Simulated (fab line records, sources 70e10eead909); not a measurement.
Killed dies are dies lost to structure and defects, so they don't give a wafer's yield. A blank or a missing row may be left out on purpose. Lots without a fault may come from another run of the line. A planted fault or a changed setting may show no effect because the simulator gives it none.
Which tool did it? | flow nand_harc | 24 lots, 72 wafers sampled, at 2 steps of a route of 1159

WHAT THE GAUGES READ, wafer by wafer
NHARC_A_SGD_CUT_CD_MEAS_09: target cd 100 nm. Usual: cd_nm 100.0 nm, standard deviation 0.46.
lot  | measured     | on        | cd_nm (nm)        | flag
L075 | day 13 20:40 | cd_sem-02 | 99.4 99.8 99.9    |
L074 | day 13 20:58 | cd_sem-01 | 99.4 99.4 99.5    |
L077 | day 14 10:10 | cd_sem-02 | 100.4 100.8 100.6 |
L076 | day 14 10:23 | cd_sem-01 | 100.3 100.1 100.6 |
L080 | day 14 20:11 | cd_sem-02 | 99.5 100.1 100.0  |
L079 | day 14 20:24 | cd_sem-01 | 100.2 100.6 100.1 |
L078 | day 14 20:41 | cd_sem-02 | 99.7 99.2 99.6    |
L081 | day 15 21:46 | cd_sem-01 | 99.1 99.1 98.8    |
L082 | day 15 22:10 | cd_sem-01 | 100.4 100.8 100.8 |
L084 | day 16 10:52 | cd_sem-02 | 100.0 100.3 99.8  |
L083 | day 16 11:27 | cd_sem-03 | 99.8 99.9 99.9    |
L085 | day 17 05:08 | cd_sem-02 | 100.2 99.6 99.6   |
L086 | day 17 05:23 | cd_sem-01 | 100.7 99.9 99.7   |
L088 | day 17 07:02 | cd_sem-03 | 99.6 100.2 100.5  |
L091 | day 17 17:58 | cd_sem-01 | 100.7 100.6 100.3 |
L090 | day 17 18:15 | cd_sem-02 | 99.5 100.2 100.4  |
L087 | day 18 00:08 | cd_sem-02 | 99.9 100.4 99.9   |
L089 | day 18 00:16 | cd_sem-02 | 100.1 100.0 100.4 |
L093 | day 18 07:11 | cd_sem-02 | 99.5 100.1 99.7   |
L092 | day 18 19:05 | cd_sem-02 | 99.8 98.6 100.1   |
L096 | day 19 11:56 | cd_sem-02 | 100.4 99.5 100.0  |
L094 | day 19 12:11 | cd_sem-02 | 100.1 99.5 99.6   |
L095 | day 19 12:46 | cd_sem-02 | 99.6 99.3 99.6    |
L097 | day 19 22:49 | cd_sem-03 | 99.7 99.6 99.4    |

NHARC_A_SGD_CUT_INSPECT_25. Usual: raw_defect_count 303, standard deviation 82.
lot  | measured     | on                | raw_defect_count | flag
L075 | day 14 03:18 | defect_inspect-01 | 318 245 344      |
L074 | day 14 03:24 | defect_inspect-01 | 235 235 267      |
L077 | day 14 16:35 | defect_inspect-02 | 245 234 263      |
L076 | day 14 16:32 | defect_inspect-01 | 287 323 291      |
L080 | day 15 02:46 | defect_inspect-02 | 309 272 182      |
L079 | day 15 02:46 | defect_inspect-01 | 163 203 204      |
L078 | day 15 02:46 | defect_inspect-02 | 260 256 199      |
L081 | day 16 04:22 | defect_inspect-01 | 440 283 295      |
L082 | day 16 04:22 | defect_inspect-02 | 408 343 369      |
L084 | day 16 19:36 | defect_inspect-02 | 311 244 229      |
L083 | day 16 19:39 | defect_inspect-01 | 453 282 247      |
L085 | day 17 12:41 | defect_inspect-01 | 357 360 425      |
L086 | day 17 12:44 | defect_inspect-01 | 263 350 462      |
L088 | day 17 12:39 | defect_inspect-02 | 316 293 281      |
L091 | day 18 00:57 | defect_inspect-01 | 449 378 289      |
L090 | day 18 00:32 | defect_inspect-02 | 411 250 243      |
L087 | day 18 06:52 | defect_inspect-01 | 272 262 205      |
L089 | day 18 06:51 | defect_inspect-02 | 290 240 206      |
L093 | day 18 15:23 | defect_inspect-01 | 431 344 320      |
L092 | day 19 01:42 | defect_inspect-01 | 340 160 179      |
L096 | day 19 19:01 | defect_inspect-01 | 426 570 479      |
L094 | day 19 19:01 | defect_inspect-02 | 282 282 262      |
L095 | day 19 19:04 | defect_inspect-02 | 289 354 304      |
L097 | day 20 05:11 | defect_inspect-01 | 296 266 249      |

WHICH TOOL RAN EACH LOT (tool, then ch and the chambers of the sampled wafers, then the start)
The record holds no process step before these readings.

WHAT THE TOOLS THEMSELVES READ (means of the sampled wafers that have a number; where no wafer has one, the mark that the record gives instead)
The record holds no such reading with a usual standard deviation.

THE ANSWER, worked out from the rows above alone
Rule: a lot is off if the mean of its wafers that have a number lies more than 3 standard deviations from the usual mean. A lot without any number at a reading at which 4 lots or more have one is off too. The other lots that the step has rows for count as sound. The gauges are gone through in route order, then the tools' own readings, and for those a lot's mean is taken as printed above. The first step at which some lot is off is used, and at that step the reading that is off furthest; a lot without a number counts as furthest.
No lot is off at any reading shown: from this, nothing can be told.

WHAT THE SIMULATOR HAD PUT IN
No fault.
